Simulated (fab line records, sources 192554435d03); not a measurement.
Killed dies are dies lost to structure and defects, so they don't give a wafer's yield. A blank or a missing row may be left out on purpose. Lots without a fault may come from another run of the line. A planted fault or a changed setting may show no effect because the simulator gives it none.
fab line records | flow n5_finfet
record lots=12 wafers=35 last_day=17
route steps=1938 shown BEOL_M11@1573 BEOL_M12@1608
lots that met no fault: from a run of the same line without faults
start_h: hours from the record's first day to the start of the lot's first wafer shown | wait_h: hours since the lot's step before | " the same as in the row above | L1.1+2: a row that stands for several wafers | - no value, or no start given | * or withheld: withheld | < > ~ a bound
route shown NAME@n: a module of which the file shows steps, and the number in the route of the first | usual: mean/standard deviation of fault-free wafers | same: alike in all rows | chamber/n: place in a boat | sites: the reading at each site | _std_site: their standard deviation | _edge_site: outer sites' mean less inner sites' | radius_mm: how far each site lies from the wafer's centre | mask NAME#n: copy n | behind: the tool/chamber that last shaped the wafer | hold: why the lot was held/for how many hours/how that ended | device: the transistor (n, p or np) that didn't switch | end of line: the same wafers' tests at the end of the route | a step without rows: its recipe alone | killed: dies lost to structure and defects at the first sort, not the wafer's yield | map: a wafer's dies, x killed, . not, _ none there
set.NAME: the setting as run; set.NAME@STEP: as run at that earlier step | model.NAME: the simulator's own value behind a step, which no gauge read
steps of the route over a sample of lots; a table a step, a row a wafer
services: from which hour (start_h, from the record's first day; less than 0 if before it) a tool's chamber was out of use, for how many hours, and why
## steps
# step N5_BEOL_M11_ETCH_66
# recipe chemistry=N2/H2 target=SOC target_depth_a=1200 overetch_a=240 mask_material=SiARC temp_c=40 time_s=180 ion_energy_ev=200 pressure_mtorr=30 source_w=840 bias_w=150 n2_flow_sccm=200 h2_flow_sccm=200
# usual drypump_motor_current_A=5.7/0.5 oes_product_au=0.65/0.069 rf_vpp_V=523.1/2.3 showerhead_plenum_p_Torr=2.51/0.079 throttle_valve_pct=17.71/0.2
# columns lot.wafer tool chamber start_h wait_h drypump_motor_current_A oes_product_au rf_hours_counter_h rf_vpp_V showerhead_plenum_p_Torr throttle_valve_pct
L739.4 rie_diel-06 0 209.29 0.0 5.8 0.75 22 520.7 2.49 17.44
L739.5 " 3 " " 5.9 0.68 - 521.6 2.47 17.55
L739.6 " 2 " " 5.7 0.57 - 522.5 2.52 17.68
L741.1 rie_diel-06 2 240.64 0.0 5.7 0.56 239 523.3 2.51 17.71
L741.3 " 1 " " 6.6 0.70 66 528.0 2.68 17.82
L741.5 " 1 " " 6.7 0.70 - 528.1 2.68 17.82
L743.1 rie_diel-06 1 256.19 0.0 6.7 0.69 71 528.1 2.68 17.83
L743.3 " 0 " " 5.8 0.72 39 521.1 2.48 17.46
L743.5 " 0 " " 5.8 0.72 - 519.7 2.48 17.46
L744.2 rie_diel-01 3 256.75 0.0 4.7 0.64 115 521.2 2.46 17.66
L744.4 " 0 " " 5.7 0.59 173 526.7 2.64 18.12
L744.5 " 3 " " 4.7 0.65 - 521.7 2.46 17.66
L750.2 rie_diel-02 2 289.76 0.0 6.0 0.71 47 522.3 2.47 17.73
L750.4 " 3 " " 5.6 0.54 - 526.1 2.62 18.01
L750.5 " 1 " " 6.0 0.72 - 522.3 2.47 17.62
L751.2 rie_diel-02 3 292.38 0.0 5.6 0.55 239 525.7 2.62 18.01
L751.6 " 1 " " 6.1 0.72 - 523.6 2.47 17.60
L752.1 rie_diel-01 1 292.69 0.0 5.8 0.59 187 520.5 2.43 17.61
L752.2 " 2 " " 4.9 0.63 111 521.6 2.46 17.71
L752.3 " 3 " " 4.7 0.64 127 522.5 2.45 17.68
L753.1 rie_diel-02 2 315.03 0.0 6.0 0.70 55 522.6 2.47 17.73
L753.4 " 3 " " 5.6 0.54 247 525.6 2.61 18.02
L753.5 " 3 " " 5.6 0.54 - 525.4 2.61 18.02
L754.1 rie_diel-02 1 315.70 0.0 6.0 0.71 44 523.2 2.47 17.61
L754.3 " 3 " " 5.6 0.54 247 524.0 2.61 18.03
L754.6 " 1 " " 6.0 0.71 - 521.9 2.47 17.62
L756.1 rie_diel-01 1 336.11 0.0 5.8 0.58 201 520.4 2.42 17.66
L756.2 " 0 " " 5.7 0.58 201 527.0 2.63 18.16
L756.6 " 2 " " 4.9 0.62 - 521.5 2.46 17.72
L757.1 rie_diel-06 1 346.54 0.0 6.6 0.67 95 527.2 2.67 17.88
L757.2 " 3 " " 5.9 0.64 104 522.4 2.45 17.64
L757.3 " 2 " " 5.7 0.75 6 522.6 2.50 17.29
L761.3 rie_diel-06 2 372.64 0.0 5.7 0.73 14 523.2 2.50 17.31
L761.4 " 3 " " 5.9 0.64 112 522.6 2.45 17.65
L761.6 " 1 " " 6.6 0.67 - 527.2 2.66 17.89
# step N5_BEOL_M11_CD_MEAS_35
# recipe target_cd_nm=70 polarity=opening
# usual cd_nm=69.9/0.46
# columns lot.wafer tool chamber start_h wait_h cd_nm
L739.4 cd_sem-02 - 209.86 0.0 69.8
L739.5 " - " " 70.8
L739.6 " - " " 70.8
L741.1 cd_sem-03 - 241.20 0.0 70.5
L741.3 " - " " 71.1
L741.5 " - " " 71.1
L743.1 cd_sem-03 - 256.75 0.0 70.0
L743.3 " - " " 69.0
L743.5 " - " " 69.9
L744.2 cd_sem-01 - 257.31 0.0 69.5
L744.4 " - " " 69.8
L744.5 " - " " 69.3
L750.2 cd_sem-01 - 290.33 0.0 70.5
L750.4 " - " " 70.8
L750.5 " - " " 70.4
L751.2 cd_sem-02 - 292.94 0.0 70.2
L751.6 " - " " 69.7
L752.1 cd_sem-02 - 293.25 0.0 69.4
L752.2 " - " " 69.6
L752.3 " - " " 69.7
L753.1 cd_sem-01 - 315.59 0.0 70.4
L753.4 " - " " 70.3
L753.5 " - " " 69.7
L754.1 cd_sem-01 - 316.26 0.0 70.6
L754.3 " - " " 70.1
L754.6 " - " " 70.7
L756.1 cd_sem-01 - 336.68 0.0 70.3
L756.2 " - " " 70.1
L756.6 " - " " 69.8
L757.1 cd_sem-02 - 347.10 0.0 70.4
L757.2 " - " " 70.1
L757.3 " - " " 69.8
L761.3 cd_sem-03 - 373.20 0.0 69.5
L761.4 " - " " 69.4
L761.6 " - " " 69.3
# step N5_BEOL_M11_INSPECT_58
# recipe inspect_instrument=darkfield mode=post_dep
# usual raw_defect_count=85/29
# columns lot.wafer tool chamber start_h wait_h raw_defect_count
L739.4 defect_inspect-02 - 213.13 0.0 53
L739.5 " - " " 77
L739.6 " - " " 32
L741.1 defect_inspect-01 - 243.42 0.0 190
L741.3 " - " " 144
L741.5 " - " " 106
L743.1 defect_inspect-02 - 259.18 0.0 88
L743.3 " - " " 58
L743.5 " - " " 118
L744.2 defect_inspect-01 - 260.72 0.0 71
L744.4 " - " " 71
L744.5 " - " " 55
L750.2 defect_inspect-02 - 294.34 0.0 51
L750.4 " - " " 100
L750.5 " - " " 61
L751.2 defect_inspect-01 - 295.31 0.0 44
L751.6 " - " " 62
L752.1 defect_inspect-01 - 296.10 0.0 60
L752.2 " - " " 66
L752.3 " - " " 52
L753.1 defect_inspect-01 - 317.81 0.0 71
L753.4 " - " " 47
L753.5 " - " " 46
L754.1 defect_inspect-01 - 319.33 0.0 79
L754.3 " - " " 57
L754.6 " - " " 71
L756.1 defect_inspect-02 - 340.87 0.0 93
L756.2 " - " " 88
L756.6 " - " " 109
L757.1 defect_inspect-01 - 349.26 0.0 105
L757.2 " - " " 124
L757.3 " - " " 82
L761.3 defect_inspect-02 - 377.24 0.0 66
L761.4 " - " " 56
L761.6 " - " " 110
# step N5_BEOL_M12_EXPOSE_07
# recipe mask_id=V11 na=0.93 source_shape=conventional sigma_outer=0.6 polarization=unpolarized attpsm_phase_deg=180 dose_mj=32.5
# usual exposure_dose_mJ_cm2=32.47/0.031
# same na=0.93
# columns lot.wafer tool chamber start_h wait_h mask exposure_dose_mJ_cm2
L739.4 krf_scanner-01 0 213.49 - V11#0 32.47
L739.5 " 0 " " V11#0 32.45
L739.6 " 0 " " V11#0 32.50
L741.1 krf_scanner-01 0 243.72 - V11#0 32.50
L741.3 " 0 " " V11#0 32.48
L741.5 " 0 " " V11#0 32.48
L743.1 krf_scanner-02 0 259.61 - V11#0 32.50
L743.3 " 0 " " V11#0 32.52
L743.5 " 0 " " V11#0 32.44
L744.2 krf_scanner-02 0 261.15 - V11#0 32.52
L744.4 " 0 " " V11#0 32.52
L744.5 " 0 " " V11#0 32.48
L750.2 krf_scanner-01 0 294.64 - V11#0 32.48
L750.4 " 0 " " V11#0 32.52
L750.5 " 0 " " V11#0 32.46
L751.2 krf_scanner-02 0 295.73 - V11#0 30.88
L751.6 " 0 " " V11#0 30.90
L752.1 krf_scanner-02 0 299.94 - V11#0 31.23
L752.2 " 0 " " V11#0 31.21
L752.3 " 0 " " V11#0 31.19
L753.1 krf_scanner-02 0 318.11 - V11#0 31.49
L753.4 " 0 " " V11#0 31.44
L753.5 " 0 " " V11#0 31.45
L754.1 krf_scanner-02 0 319.63 - V11#0 31.63
L754.3 " 0 " " V11#0 31.67
L754.6 " 0 " " V11#0 31.65
L756.1 krf_scanner-01 0 341.17 - V11#0 32.54
L756.2 " 0 " " V11#0 32.47
L756.6 " 0 " " V11#0 32.49
L757.1 krf_scanner-01 0 349.56 - V11#0 32.43
L757.2 " 0 " " V11#0 32.47
L757.3 " 0 " " V11#0 32.47
L761.3 krf_scanner-01 0 377.55 - V11#0 32.45
L761.4 " 0 " " V11#0 32.38
L761.6 " 0 " " V11#0 32.44
## services
# columns tool chamber start_h hours kind
krf_scanner-01 - 199.65 0.9 repair
krf_scanner-01 - 210.80 1.0 pm
rie_diel-02 - 215.56 14.6 pm
krf_scanner-01 0 224.06 - calibration
rie_diel-01 - 231.04 0.4 repair
krf_scanner-02 - 233.26 1.0 pm
krf_scanner-02 - 243.47 1.3 pm
krf_scanner-02 - 267.82 0.8 pm
rie_diel-06 - 276.05 14.6 pm
krf_scanner-01 - 276.64 1.3 pm
rie_diel-02 - 279.98 0.2 repair
krf_scanner-02 0 280.34 - calibration
rie_diel-02 0 283.46 - clean
rie_diel-02 0 283.46 - consumable_replace:focus_ring
krf_scanner-01 - 290.00 0.8 pm
rie_diel-06 2 307.59 1.2 repair
rie_diel-06 2 308.94 - clean
rie_diel-06 2 308.94 - consumable_replace:focus_ring
rie_diel-06 2 308.94 16.3 scheduled_down
rie_diel-06 2 308.94 16.3 vent_cycle
rie_diel-02 0 316.35 5.3 repair
rie_diel-06 2 335.32 3.3 repair
krf_scanner-02 - 335.91 5.4 repair
rie_diel-02 3 363.11 7.7 repair
## key
first_sign step=N5_BEOL_M12_EXPOSE_07 reading=exposure_dose_mJ_cm2 direction=down sigmas=36 usual=32.47 struck=31.34
effect none on later readings
met_at N5_BEOL_M12_EXPOSE_07
struck_lots L751,L752,L753,L754
loop_trim step=N5_BEOL_M12_EXPOSE_07 setting=dose lots=L752,L753,L754
not_acting_at N5_BEOL_M11_ETCH_66,N5_BEOL_M11_CD_MEAS_35,N5_BEOL_M11_INSPECT_58
onset_between 261.15 295.73
fault kind=process_parameter_drift tool=krf_scanner-02 chamber=- onset_h=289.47 steps=N5_BEOL_M12_EXPOSE_07 channel=dose_mj offset=-1.5744 shape=step acts_in=these_recipes_only stated=32.5
# loop_trim: a control loop set the setting to another value than it would have without faults
